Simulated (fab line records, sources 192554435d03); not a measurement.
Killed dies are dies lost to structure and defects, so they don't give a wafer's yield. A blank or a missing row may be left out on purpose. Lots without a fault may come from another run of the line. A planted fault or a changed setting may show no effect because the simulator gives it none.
fab line records | flow n5_finfet | part 1 of 2: steps 1 to 25 of 32
record lots=5 wafers=15 last_day=17
route steps=1938 shown STI_FIN_REVEAL@211 DUMMY_GATE@212
lots that met no fault: from a run of the same line without faults
start_h: hours from the record's first day to the start of the lot's first wafer shown | wait_h: hours since the lot's step before | " the same as in the row above | L1.1+2: a row that stands for several wafers | - no value, or no start given | * or withheld: withheld | < > ~ a bound
route shown NAME@n: a module of which the file shows steps, and the number in the route of the first | usual: mean/standard deviation of fault-free wafers | same: alike in all rows | chamber/n: place in a boat | sites: the reading at each site | _std_site: their standard deviation | _edge_site: outer sites' mean less inner sites' | radius_mm: how far each site lies from the wafer's centre | mask NAME#n: copy n | behind: the tool/chamber that last shaped the wafer | hold: why the lot was held/for how many hours/how that ended | device: the transistor (n, p or np) that didn't switch | end of line: the same wafers' tests at the end of the route | a step without rows: its recipe alone | killed: dies lost to structure and defects at the first sort, not the wafer's yield | map: a wafer's dies, x killed, . not, _ none there
set.NAME: the setting as run; set.NAME@STEP: as run at that earlier step | model.NAME: the simulator's own value behind a step, which no gauge read
lots at some steps of the route; a table a step, a row a wafer
services: from which hour (start_h, from the record's first day; less than 0 if before it) a tool's chamber was out of use, for how many hours, and why
## steps
# step N5_STI_FIN_REVEAL_INSPECT_13
# recipe inspect_instrument=darkfield mode=post_clean
# usual raw_defect_count=13/5.3
# columns lot.wafer tool chamber start_h wait_h raw_defect_count
L074.2 defect_inspect-02 - 36.97 0.0 14
L074.4 " - " " 19
L074.5 " - " " 19
L088.1 defect_inspect-01 - 122.10 0.0 5
L088.4 " - " " 17
L088.6 " - " " 14
L092.3 defect_inspect-02 - 148.46 0.0 6
L092.5 " - " " 12
L092.6 " - " " 10
L094.1 defect_inspect-02 - 160.42 0.0 13
L094.2 " - " " 11
L094.6 " - " " 7
L096.3 defect_inspect-01 - 169.00 0.0 16
L096.4 " - " " 16
L096.6 " - " " 13
# step N5_DUMMY_GATE_PRECLEAN_00
# recipe chemistry=O3/DIW time_s=60 temp_c=22 o3_ppm=10
# columns lot.wafer tool chamber start_h wait_h
L074.2+4+5 wet_bench-02 5,4,6 37.00 0.0
L088.1+4+6 wet_bench-03 0,3,7 122.13 0.0
L092.3+5+6 wet_bench-02 7,1,0 148.49 0.0
L094.1+2+6 wet_bench-02 5,4,6 160.44 0.0
L096.3+4+6 wet_bench-04 0,1,7 169.03 0.0
# step N5_DUMMY_GATE_SRD_01
# recipe time_s=30 temp_c=23 rinse_liquid=diw dry=ipa_marangoni
# columns lot.wafer tool chamber start_h wait_h
L074.2+4+5 wet_bench-02 5,4,6 37.02 0.0
L088.1+4+6 wet_bench-03 0,3,7 122.17 0.0
L092.3+5+6 wet_bench-02 7,1,0 148.51 0.0
L094.1+2+6 wet_bench-02 5,4,6 160.46 0.0
L096.3+4+6 wet_bench-04 0,1,7 169.04 0.0
# step N5_DUMMY_GATE_ALD_02
# recipe material=SiO2 target_thk_a=20 temp_c=300 ald_precursor_family=BDEAS ald_co_reactant=O2-plasma pulse_time_s=1 pressure_torr=2
# usual heater_power_w=467/41 precursor_pulse_height_rel=1.000/0.019
# columns lot.wafer tool chamber start_h wait_h heater_power_w precursor_pulse_height_rel since_wet_clean_h
L074.2 ald_sin-03 0 37.06 0.0 437 1.009 318
L074.4 " 3 " " 482 1.003 318
L074.5 " 3 " " 465 1.013 -
L088.1 ald_sin-03 2 122.32 0.1 386 1.011 23
L088.4 " 0 " " 431 1.032 23
L088.6 " 1 " " 570 1.031 -
L092.3 ald_sin-01 0 148.86 0.3 460 1.001 140
L092.5 " 2 " " 482 1.002 -
L092.6 " 1 " " 444 1.019 -
L094.1 ald_sin-01 2 160.51 0.0 476 0.988 152
L094.2 " 0 " " 455 0.992 152
L094.6 " 3 " " 510 0.983 -
L096.3 ald_sin-03 0 169.36 0.3 432 0.968 70
L096.4 " 1 " " 564 0.998 70
L096.6 " 0 " " 432 0.992 -
# step N5_DUMMY_GATE_CVD_03
# recipe material=a-Si target_thk_a=1500 temp_c=530 precursor=SiH4 time_s=8042
# usual zone_power_centre_pct=7.0/0.55
# columns lot.wafer tool chamber start_h wait_h zone_power_centre_pct
L074.2 lpcvd-02 1/45 37.17 0.1 6.8
L074.4 " 1/54 " " 6.8
L074.5 " 1/59 " " 6.8
L088.1 lpcvd-01 0/65 122.43 0.1 6.9
L088.4 " 0/79 " " 6.9
L088.6 " 0/89 " " 6.9
L092.3 lpcvd-02 0/50 148.97 0.1 6.3
L092.5 " 0/59 " " 6.3
L092.6 " 0/64 " " 6.3
L094.1 lpcvd-02 0/40 160.62 0.1 6.3
L094.2 " 0/45 " " 6.3
L094.6 " 0/64 " " 6.3
L096.3 lpcvd-02 0/25 169.46 0.1 6.4
L096.4 " 0/29 " " 6.4
L096.6 " 0/39 " " 6.4
# step N5_DUMMY_GATE_PRECLEAN_46
# recipe chemistry=DIW time_s=89.5 temp_c=23
# columns lot.wafer tool chamber start_h wait_h
L074.2+4+5 wet_bench-02 3,1,6 40.86 0.0
L088.1+4+6 wet_bench-03 5,0,1 126.10 0.0
L092.3+5+6 wet_bench-02 0,3,2 152.66 0.0
L094.1+2+6 wet_bench-04 7,4,1 164.31 0.0
L096.3+4+6 wet_bench-03 4,6,0 174.96 0.0
# step N5_DUMMY_GATE_SRD_47
# recipe dry_time_s=32 dry=n2_spin spin_rpm=1500
# columns lot.wafer tool chamber start_h wait_h
L074.2+4+5 wet_bench-02 3,1,6 40.88 0.0
L088.1+4+6 wet_bench-03 5,0,1 126.16 0.0
L092.3+5+6 wet_bench-02 0,3,2 152.69 0.0
L094.1+2+6 wet_bench-04 7,4,1 164.33 0.0
L096.3+4+6 wet_bench-03 4,6,0 174.99 0.0
# step N5_DUMMY_GATE_CMP_04
# recipe material=a-Si post_cmp_clean=alkaline_brush
# usual motor_current_A=10.3/1.2 pad_life_wafers=1265/470 time_to_endpoint_s=13.6/2.4
# columns lot.wafer tool chamber start_h wait_h motor_current_A pad_life_wafers time_to_endpoint_s
L074.2 cmp-04 3 40.95 0.1 12.1 721 11.1
L074.4 " 1 " " 10.4 723 13.0
L074.5 " 3 " " 12.2 - 13.4
L088.4 cmp-01 0 126.20 0.0 9.9 1440 12.9
L088.1 " 3 " " 12.7 1443 11.4
L088.6 " 0 " " 10.0 - 11.8
L092.3 cmp-01 0 152.76 0.1 9.7 1777 13.6
L092.6 " 3 " " 12.6 - 14.9
L092.5 " 0 " " 10.4 - 13.9
L094.2 cmp-04 3 164.40 0.1 11.2 1819 11.3
L094.1 " 1 " " 9.8 1821 10.8
L094.6 " 2 " " 8.7 - 12.8
L096.4 cmp-03 1 175.02 0.0 8.1 150 20.5
L096.3 " 3 " " 9.5 152 13.4
L096.6 " 2 " " 9.1 - 15.4
# step N5_DUMMY_GATE_THK_MEAS_05
# usual thk_nm=72.0/1.2
# columns lot.wafer tool chamber start_h wait_h thk_nm
L074.2 film_metro-02 - 41.16 0.2 72.8
L074.4 " - " " 72.3
L074.5 " - " " 74.2
L088.1 film_metro-01 - 126.45 0.1 71.2
L088.4 " - " " 73.3
L088.6 " - " " 71.3
L092.3 film_metro-02 - 152.97 0.2 71.1
L092.5 " - " " 71.0
L092.6 " - " " 71.3
L094.1 film_metro-02 - 164.61 0.1 72.9
L094.2 " - " " 72.7
L094.6 " - " " 71.6
L096.3 film_metro-01 - 175.26 0.1 72.0
L096.4 " - " " 74.2
L096.6 " - " " 72.8
# step N5_DUMMY_GATE_HM_DEP_06
# recipe material=SiNx target_thk_a=800 precursor=DCS/NH3 temp_c=700 pressure_mtorr=300 time_s=5141
# usual zone_power_centre_pct=11.0/0.67
# columns lot.wafer tool chamber start_h wait_h zone_power_centre_pct
L074.2 lpcvd-01 0/45 41.18 0.0 10.9
L074.4 " 0/54 " " 10.9
L074.5 " 0/59 " " 10.9
L088.1 lpcvd-01 1/90 126.47 0.0 12.3
L088.4 " 1/104 " " 12.3
L088.6 " 1/114 " " 12.3
L092.3 lpcvd-02 1/50 152.99 0.0 10.8
L092.5 " 1/59 " " 10.8
L092.6 " 1/64 " " 10.8
L094.1 lpcvd-02 1/65 164.63 0.0 10.8
L094.2 " 1/70 " " 10.8
L094.6 " 1/89 " " 10.8
L096.3 lpcvd-01 1/25 175.29 0.0 12.2
L096.4 " 1/29 " " 12.2
L096.6 " 1/39 " " 12.2
# step N5_DUMMY_GATE_PECVD_30
# recipe material=SiO2 target_thk_a=550 temp_c=400 precursor=TEOS/O2 pressure_torr=6.5 rf_w=withheld teos_flow_sccm=withheld gas=O2 flow_sccm=2650 time_s=10.8
# columns lot.wafer tool chamber start_h wait_h since_wet_clean_h
L074.2 pecvd-03 0 45.13 0.0 1112
L074.4 " 0 " " -
L074.5 " 1 " " -
L088.1 pecvd-03 1 130.43 0.0 1922
L088.4 " 0 " " -
L088.6 " 1 " " -
L092.3 pecvd-02 0 156.95 0.0 1042
L092.5 " 0 " " -
L092.6 " 1 " " -
L094.1 pecvd-01 2 168.57 0.0 2141
L094.2 " 0 " " 691
L094.6 " 2 " " -
L096.3 pecvd-01 0 179.23 0.0 702
L096.4 " 0 " " -
L096.6 " 2 " " -
# step N5_DUMMY_GATE_COAT_34
# recipe resist=SOC temp_c=250 time_s=60 spin_rpm=1500 resist_thk_nm=60
# usual exhaust_pa=44.7/0.79
# columns lot.wafer tool chamber start_h wait_h exhaust_pa
L074.2 litho_track-05 0 45.18 0.0 44.2
L074.4 " 0 " " 44.7
L074.5 " 0 " " 44.7
L088.1 litho_track-02 0 130.49 0.0 44.9
L088.4 " 0 " " 45.1
L088.6 " 0 " " 44.7
L092.3 litho_track-05 0 157.01 0.0 44.5
L092.5 " 0 " " 44.9
L092.6 " 0 " " 45.1
L094.1 litho_track-02 0 168.65 0.1 44.5
L094.2 " 0 " " 45.1
L094.6 " 0 " " 45.0
L096.3 litho_track-05 0 179.29 0.0 45.4
L096.4 " 0 " " 43.7
L096.6 " 0 " " 43.6
# step N5_DUMMY_GATE_COAT_35
# recipe resist=SiARC temp_c=220 time_s=60 spin_rpm=1500 resist_thk_nm=10
# usual exhaust_pa=45.0/0.81
# columns lot.wafer tool chamber start_h wait_h exhaust_pa
L074.2 litho_track-05 0 - - 45.5
L074.4 " 0 " " 43.9
L074.5 " 0 " " 44.3
L088.1 litho_track-02 0 - - 45.2
L088.4 " 0 " " 45.3
L088.6 " 0 " " 45.7
L092.3 litho_track-05 0 - - 46.3
L092.5 " 0 " " 44.9
L092.6 " 0 " " 45.7
L094.1 litho_track-02 0 - - 45.1
L094.2 " 0 " " 45.0
L094.6 " 0 " " 45.4
L096.3 litho_track-05 0 - - 44.0
L096.4 " 0 " " 43.4
L096.6 " 0 " " 44.4
# step N5_DUMMY_GATE_COAT_28
# recipe resist=underlayer temp_c=205 time_s=60 spin_rpm=1500 resist_thk_nm=10
# usual exhaust_pa=45.0/0.8
# columns lot.wafer tool chamber start_h wait_h exhaust_pa
L074.2 litho_track-05 0 - - 46.8
L074.4 " 0 " " 46.2
L074.5 " 0 " " 45.3
L088.1 litho_track-02 0 - - 45.1
L088.4 " 0 " " 45.4
L088.6 " 0 " " 45.5
L092.3 litho_track-05 0 - - 44.8
L092.5 " 0 " " 45.2
L092.6 " 0 " " 45.2
L094.1 litho_track-02 0 - - 44.8
L094.2 " 0 " " 45.2
L094.6 " 0 " " 45.5
L096.3 litho_track-05 0 - - 45.9
L096.4 " 0 " " 44.5
L096.6 " 0 " " 44.1
# step N5_DUMMY_GATE_COAT_09
# recipe resist=CAR-EUV spin_rpm=1500 resist_thk_nm=30
# usual exhaust_pa=45.2/0.86
# columns lot.wafer tool chamber start_h wait_h exhaust_pa
L074.2 litho_track-05 0 - - 44.2
L074.4 " 0 " " 43.4
L074.5 " 0 " " 44.9
L088.1 litho_track-02 0 - - 46.5
L088.4 " 0 " " 45.6
L088.6 " 0 " " 44.9
L092.3 litho_track-05 0 - - 45.0
L092.5 " 0 " " 46.9
L092.6 " 0 " " 46.0
L094.1 litho_track-02 0 - - 44.6
L094.2 " 0 " " 44.5
L094.6 " 0 " " 45.0
L096.3 litho_track-05 0 - - 44.8
L096.4 " 0 " " 45.6
L096.6 " 0 " " 44.6
# step N5_DUMMY_GATE_EBR_11
# recipe solvent=PGMEA ebr_width_mm=1.5
# usual exhaust_pa=45.2/0.8
# columns lot.wafer tool chamber start_h wait_h exhaust_pa
L074.2 litho_track-05 0 - - 45.9
L074.4 " 0 " " 44.3
L074.5 " 0 " " 45.8
L088.1 litho_track-02 0 - - 47.1
L088.4 " 0 " " 46.0
L088.6 " 0 " " 46.9
L092.3 litho_track-05 0 - - 44.9
L092.5 " 0 " " 45.5
L092.6 " 0 " " 45.6
L094.1 litho_track-02 0 - - 45.2
L094.2 " 0 " " 45.3
L094.6 " 0 " " 45.7
L096.3 litho_track-05 0 - - 45.9
L096.4 " 0 " " 46.0
L096.6 " 0 " " 46.4
# step N5_DUMMY_GATE_SOFTBAKE_10
# recipe temp_c=110 time_s=60 resist=CAR-EUV
# usual exhaust_pa=45.0/0.9
# columns lot.wafer tool chamber start_h wait_h exhaust_pa
L074.2 litho_track-05 0 - - 44.8
L074.4 " 0 " " 44.3
L074.5 " 0 " " 44.5
L088.1 litho_track-02 0 - - 44.8
L088.4 " 0 " " 45.8
L088.6 " 0 " " 44.3
L092.3 litho_track-05 0 - - 45.0
L092.5 " 0 " " 45.4
L092.6 " 0 " " 45.5
L094.1 litho_track-02 0 - - 44.4
L094.2 " 0 " " 44.5
L094.6 " 0 " " 44.4
L096.3 litho_track-05 0 - - 45.3
L096.4 " 0 " " 46.4
L096.6 " 0 " " 45.0
# step N5_DUMMY_GATE_EXPOSE_12
# recipe mask_id=GATE na=0.33 source_shape=annular sigma_inner=0.2 sigma_outer=0.6 polarization=unpolarized target_cd_nm=25 dose_mj=34
# usual exposure_dose_mJ_cm2=34.18/0.25
# columns lot.wafer tool chamber start_h wait_h mask exposure_dose_mJ_cm2
L074.2 euv_scanner-01 0 45.45 - GATE#0 34.45
L074.4 " 0 " " GATE#0 34.43
L074.5 " 0 " " GATE#0 34.44
L088.1 euv_scanner-01 0 130.75 - GATE#0 34.38
L088.4 " 0 " " GATE#0 34.42
L088.6 " 0 " " GATE#0 34.39
L092.3 euv_scanner-02 0 157.16 - GATE#0 33.95
L092.5 " 0 " " GATE#0 33.88
L092.6 " 0 " " GATE#0 33.84
L094.1 euv_scanner-02 0 168.91 - GATE#0 33.89
L094.2 " 0 " " GATE#0 33.95
L094.6 " 0 " " GATE#0 33.94
L096.3 euv_scanner-02 0 179.56 - GATE#0 33.91
L096.4 " 0 " " GATE#0 33.92
L096.6 " 0 " " GATE#0 33.88
# step N5_DUMMY_GATE_PEB_13
# recipe peb_temp_c=100 peb_time_s=60 resist=CAR-EUV
# usual exhaust_pa=44.8/0.85
# columns lot.wafer tool chamber start_h wait_h exhaust_pa
L074.2 litho_track-05 0 45.51 0.0 44.7
L074.4 " 0 " " 45.1
L074.5 " 0 " " 43.8
L088.1 litho_track-04 0 130.81 0.1 44.0
L088.4 " 0 " " 43.7
L088.6 " 0 " " 44.2
L092.3 litho_track-05 0 157.21 0.0 46.3
L092.5 " 0 " " 44.7
L092.6 " 0 " " 46.9
L094.1 litho_track-02 0 168.97 0.1 45.0
L094.2 " 0 " " 43.7
L094.6 " 0 " " 43.5
L096.3 litho_track-04 0 179.61 0.0 45.0
L096.4 " 0 " " 45.3
L096.6 " 0 " " 45.6
# step N5_DUMMY_GATE_DEVELOP_14
# recipe develop_time_s=30 developer=TMAH resist=CAR-EUV rinse_liquid=surfactant_rinse dry=air_spin dev_temp_c=23
# usual exhaust_pa=45.1/0.93
# columns lot.wafer tool chamber start_h wait_h exhaust_pa
L074.2 litho_track-05 0 - - 45.6
L074.4 " 0 " " 45.5
L074.5 " 0 " " 45.3
L088.1 litho_track-04 0 - - 46.3
L088.4 " 0 " " 44.6
L088.6 " 0 " " 46.4
L092.3 litho_track-05 0 - - 45.0
L092.5 " 0 " " 45.8
L092.6 " 0 " " 44.8
L094.1 litho_track-02 0 - - 43.6
L094.2 " 0 " " 44.6
L094.6 " 0 " " 45.7
L096.3 litho_track-04 0 - - 45.6
L096.4 " 0 " " 46.2
L096.6 " 0 " " 45.3
# step N5_DUMMY_GATE_CD_MEAS_15
# recipe target_cd_nm=25.8 landing_energy_ev=500 detector=se_inlens
# usual cd_nm=25.06/0.21
# columns lot.wafer tool chamber start_h wait_h cd_nm
L074.2 cd_sem-01 0 45.58 - 25.58
L074.4 " 0 " " 24.92
L074.5 " 0 " " 25.19
L088.1 cd_sem-02 0 130.88 - 24.74
L088.4 " 0 " " 25.07
L088.6 " 0 " " 25.28
L092.3 cd_sem-02 0 157.28 - 25.06
L092.5 " 0 " " 25.08
L092.6 " 0 " " 24.87
L094.1 cd_sem-02 0 169.04 - 25.06
L094.2 " 0 " " 24.69
L094.6 " 0 " " 24.81
L096.3 cd_sem-03 0 179.68 - 25.44
L096.4 " 0 " " 25.62
L096.6 " 0 " " 24.86
# step N5_DUMMY_GATE_OVL_MEAS_16
# recipe points_per_wafer=522
# usual GATE_OVL=0.5/0.72
# columns lot.wafer tool chamber start_h wait_h GATE_OVL[nm]
L074.2 overlay-02 0 45.62 0.0 0.2
L074.4 " 0 " " 0.3
L074.5 " 0 " " 0.7
L088.1 overlay-01 0 130.92 0.0 0.7
L088.4 " 0 " " -0.5
L088.6 " 0 " " 0.7
L092.3 overlay-02 0 157.32 0.0 1.0
L092.5 " 0 " " 2.0
L092.6 " 0 " " 0.8
L094.1 overlay-02 0 169.08 0.0 0.5
L094.2 " 0 " " -1.0
L094.6 " 0 " " 0.2
L096.3 overlay-02 0 179.73 0.0 1.0
L096.4 " 0 " " 0.5
L096.6 " 0 " " 0.0
# step N5_DUMMY_GATE_INSPECT_17
# recipe mode=adi inspect_instrument=brightfield
# usual raw_defect_count=189/44
# columns lot.wafer tool chamber start_h wait_h raw_defect_count
L074.2 defect_inspect-01 - 45.67 0.0 220
L074.4 " - " " 254
L074.5 " - " " 244
L088.1 defect_inspect-01 - 130.97 0.1 172
L088.4 " - " " 159
L088.6 " - " " 162
L092.3 defect_inspect-02 - 157.37 0.0 246
L092.5 " - " " 206
L092.6 " - " " 157
L094.1 defect_inspect-01 - 169.13 0.1 145
L094.2 " - " " 224
L094.6 " - " " 159
L096.3 defect_inspect-01 - 179.78 0.0 197
L096.4 " - " " 168
L096.6 " - " " 143
# step N5_DUMMY_GATE_DESCUM_20
# recipe chemistry=O2 time_s=6.2 source_power_w=50 bias_power_w=20 pressure_mtorr=20 rf_frequency_hz=2.712e+07 temp_c=40 resist=CAR-EUV o2_flow_sccm=225
# usual drypump_motor_current_A=5.5/0.47 oes_product_au=0.77/0.087 rf_vpp_V=243.6/1.3 showerhead_plenum_p_Torr=2.12/0.066 throttle_valve_pct=20.38/0.17
# columns lot.wafer tool chamber start_h wait_h drypump_motor_current_A oes_product_au rf_hours_counter_h rf_vpp_V showerhead_plenum_p_Torr throttle_valve_pct
L074.2 rie_diel-02 1 45.70 0.0 5.6 0.79 112 245.2 2.19 20.48
L074.4 " 1 " " 5.6 0.79 - 244.6 2.19 20.46
L074.5 " 2 " " 5.1 0.76 - 243.7 2.09 20.26
L088.1 rie_diel-02 1 131.01 0.0 5.6 0.77 141 244.2 2.18 20.50
L088.4 " 0 " " 6.5 0.70 233 243.9 2.14 20.20
L088.6 " 1 " " 5.6 0.76 - 244.9 2.18 20.50
L092.3 rie_diel-01 0 157.40 0.0 5.4 0.84 69 243.0 2.22 20.41
L092.5 " 0 " " 5.4 0.85 - 243.3 2.22 20.43
L092.6 " 2 " " 5.4 0.71 - 243.6 2.09 20.55
L094.1 rie_diel-02 3 169.17 0.0 5.0 0.88 38 242.8 2.04 20.38
L094.2 " 2 " " 5.1 0.72 202 243.7 2.08 20.31
L094.6 " 1 " " 5.6 0.75 - 244.3 2.17 20.53
L096.3 rie_diel-02 2 179.84 0.1 5.1 0.72 206 243.4 2.08 20.32
L096.4 " 0 " " 6.5 0.69 248 242.4 2.13 20.22
L096.6 " 3 " " 4.9 0.87 - 242.5 2.04 20.37
# step N5_DUMMY_GATE_ETCH_29
# recipe chemistry=N2/H2 target=underlayer target_depth_a=130 ion_energy_ev=200 pressure_mtorr=30 source_w=840 bias_w=150 n2_flow_sccm=200 h2_flow_sccm=200
# usual drypump_motor_current_A=5.5/0.47 n2_flow_sccm=200.1/0.6 oes_product_au=0.77/0.089 rf_vpp_V=524.8/2.3 showerhead_plenum_p_Torr=2.58/0.082 throttle_valve_pct=17.86/0.17
# columns lot.wafer tool chamber start_h wait_h drypump_motor_current_A n2_flow_sccm oes_product_au rf_hours_counter_h rf_vpp_V showerhead_plenum_p_Torr throttle_valve_pct
L074.2 rie_diel-02 1 45.77 0.0 5.6 200.0 0.80 112 526.4 2.64 17.74
L074.4 " 1 " " 5.6 199.8 0.79 - 526.7 2.64 17.74
L074.5 " 2 " " 5.1 200.8 0.73 - 523.4 2.55 17.80
L088.1 rie_diel-02 1 131.07 0.0 5.6 200.0 0.76 141 526.8 2.63 17.80
L088.4 " 0 " " 6.5 201.4 0.70 233 525.5 2.62 17.87
L088.6 " 1 " " 5.6 198.9 0.76 - 526.9 2.63 17.80
L092.3 rie_diel-01 0 157.47 0.0 5.3 199.2 0.87 69 528.3 2.69 17.84
L092.5 " 0 " " 5.3 199.9 0.88 - 527.1 2.69 17.83
L092.6 " 2 " " 5.5 201.3 0.72 - 523.7 2.55 18.18
L094.1 rie_diel-02 3 169.23 0.0 5.0 200.3 0.88 38 521.2 2.49 17.96
L094.2 " 2 " " 5.1 199.9 0.70 202 523.5 2.54 17.86
L094.6 " 1 " " 5.6 200.4 0.75 - 527.1 2.62 17.84
L096.3 rie_diel-02 2 179.91 0.0 5.1 200.7 0.69 206 524.7 2.53 17.83
L096.4 " 0 " " 6.5 199.4 0.68 248 525.6 2.61 17.89
L096.6 " 3 " " 5.0 198.6 0.87 - 522.6 2.49 17.99
